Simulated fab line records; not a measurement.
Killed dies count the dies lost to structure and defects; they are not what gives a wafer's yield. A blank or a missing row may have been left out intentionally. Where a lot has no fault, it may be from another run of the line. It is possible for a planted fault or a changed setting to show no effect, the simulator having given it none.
Which of the tools did it?    flow n5-finfet    Sampling: 13 lots, 37 wafers, 4 of 1938 route steps

## WHAT THE GAUGES READ, wafer by wafer
N5_DUMMY_GATE_INSPECT_27: inspects for defects (brightfield).
lot   measured     on                 raw-defect-count
L988  day 3 06:59  defect-inspect-02  237 331
L989  day 3 08:49  defect-inspect-02  307 244 211
L990  day 3 17:03  defect-inspect-01  177 161 211
L991  day 3 19:20  defect-inspect-02  348 269 287
L992  day 4 01:53  defect-inspect-02  357 268 242
L994  day 4 12:22  defect-inspect-02  291 317 394
L996  day 4 23:25  defect-inspect-02  221 310 281
L997  day 5 04:54  defect-inspect-02  217 226 235
L100  day 6 01:47  defect-inspect-01  393 343 314
L101  day 6 05:23  defect-inspect-01  272 221 211
L103  day 6 22:24  defect-inspect-01  239 412
L107  day 7 20:29  defect-inspect-02  292 305 345
L110  day 8 10:36  defect-inspect-02  250 246 222

N5_SD_EPI_N_OVL_MEAS_10.
lot   measured     on          SD_N_BLK_OVL (nm)
L988  day 3 08:14  overlay-01  -1.0 -0.1
L989  day 3 10:56  overlay-01  0.8 -0.3 0.3
L990  day 3 18:43  overlay-01  -1.8 0.0 -1.6
L991  day 3 20:22  overlay-02  1.1 0.8 -0.6
L992  day 4 02:47  overlay-01  1.8 -1.2 0.0
L994  day 4 13:23  overlay-01  -0.5 -0.4 -0.3
L996  day 5 00:38  overlay-01  0.6 -0.6 -0.5
L997  day 5 06:15  overlay-01  0.2 0.7 1.2
L100  day 6 02:43  overlay-02  -0.5 -0.2 -0.3
L101  day 6 06:25  overlay-01  -1.3 -0.6 1.1
L103  day 6 23:28  overlay-01  0.2 0.7
L107  day 7 21:31  overlay-01  -0.4 -2.4 -0.8
L110  day 8 12:26  overlay-01  -1.1 -1.1 -1.2

## WHICH TOOL RAN EACH LOT (tool, then ch and the chambers of the sampled wafers, then the start)
lot   N5_DUMMY_GATE_TRIM_49            N5_SPACER0_ALD_00
L988  rie-si-01 ch 3, day 3 06:04      ald-sin-02 ch 0,1, day 3 07:23
L989  rie-si-01 ch 0,1, day 3 07:53    ald-sin-03 ch 1,2, day 3 09:01
L990  rie-si-03 ch 0,1,2, day 3 15:47  ald-sin-03 ch 0,1,2, day 3 18:00
L991  rie-si-01 ch 1,2,3, day 3 18:19  ald-sin-02 ch 0,1,2, day 3 19:32
L992  rie-si-01 ch 0,3, day 4 00:51    ald-sin-04 ch 0,1,3, day 4 02:04
L994  rie-si-06 ch 0,1,3, day 4 11:26  ald-sin-03 ch 0,1,3, day 4 12:32
L996  rie-si-06 ch 0,1,2, day 4 22:20  ald-sin-04 ch 2,3, day 4 23:55
L997  rie-si-03 ch 1,2, day 5 03:55    ald-sin-02 ch 1,2,3, day 5 05:32
L100  rie-si-01 ch 0,2,3, day 6 00:31  ald-sin-04 ch 1,2,3, day 6 01:59
L101  rie-si-03 ch 2,3, day 6 04:27    ald-sin-02 ch 2,3, day 6 05:34
L103  rie-si-06 ch 0,1, day 6 21:23    ald-sin-02 ch 1,2, day 6 22:37
L107  rie-si-01 ch 1,2,3, day 7 19:33  ald-sin-03 ch 1,2, day 7 20:40
L110  rie-si-03 ch 1,2, day 8 09:40    ald-sin-04 ch 0,2, day 8 11:43
- N5_DUMMY_GATE_TRIM_49: chemistry O2, time 29 s, target cd 14 nm.
- N5_SPACER0_ALD_00: deposits SiOCN, target thk 3.5 nm, pulse time 3 s, purge time 2 s.

## AS READ BY THE TOOLS THEMSELVES (means over the sampled wafers that have a number; for cases with no such wafer, the mark the record gives instead)
N5_DUMMY_GATE_TRIM_49.
lot   tool       drypump-motor-current-A (A)  oes-product-au (a.u.)  throttle-valve-pct (%)
L988  rie-si-01  5.9                          0.999                  7.94
L989  rie-si-01  5.5                          1.003                  8.25
L990  rie-si-03  5.7                          1.016                  8.31
L991  rie-si-01  5.8                          1.002                  8.09
L992  rie-si-01  6.2                          0.995                  8.14
L994  rie-si-06  5.5                          0.995                  8.13
L996  rie-si-06  5.1                          1.013                  8.07
L997  rie-si-03  5.3                          1.009                  8.32
L100  rie-si-01  6.1                          1.004                  8.10
L101  rie-si-03  5.8                          1.024                  8.19
L103  rie-si-06  5.1                          1.011                  8.09
L107  rie-si-01  5.8                          1.007                  8.10
L110  rie-si-03  5.3                          1.024                  8.30

N5_SPACER0_ALD_00.
lot   tool        heater-power-w (W)  precursor-pulse-height-rel
L988  ald-sin-02  960                 1.010
L989  ald-sin-03  819                 1.000
L990  ald-sin-03  884                 1.001
L991  ald-sin-02  974                 1.012
L992  ald-sin-04  835                 0.999
L994  ald-sin-03  854                 0.998
L996  ald-sin-04  884                 0.981
L997  ald-sin-02  873                 1.003
L100  ald-sin-04  876                 1.010
L101  ald-sin-02  819                 1.013
L103  ald-sin-02  956                 1.033
L107  ald-sin-03  806                 0.995
L110  ald-sin-04  792                 1.003

## THE ANSWER, worked out from the rows above alone
Rule: the usual values come from the lots themselves. The widest of any qualifying gaps counts: lots, ordered by their means at a reading, are off when they make up no more than a third of the lots, leave a main group of 4 or more, and stand apart from it by 3 or more times the standard deviation of that group's means. The tables above print the reading to a certain number of digits; a main group whose means all agree to those digits is not used. Also off: a lot with no number at a reading for which 4 or more lots have one. Any other lot the step has rows for is counted as sound. After the gauges, taken in route order, come the tools' own readings; for these a lot's mean is taken, as printed above. At the first step where some lot is off, the reading lying furthest off is the one used; lots without a number count as furthest.
No lot is off at any reading shown: from this, nothing can be told.

## WHAT THE SIMULATOR HAD INSERTED
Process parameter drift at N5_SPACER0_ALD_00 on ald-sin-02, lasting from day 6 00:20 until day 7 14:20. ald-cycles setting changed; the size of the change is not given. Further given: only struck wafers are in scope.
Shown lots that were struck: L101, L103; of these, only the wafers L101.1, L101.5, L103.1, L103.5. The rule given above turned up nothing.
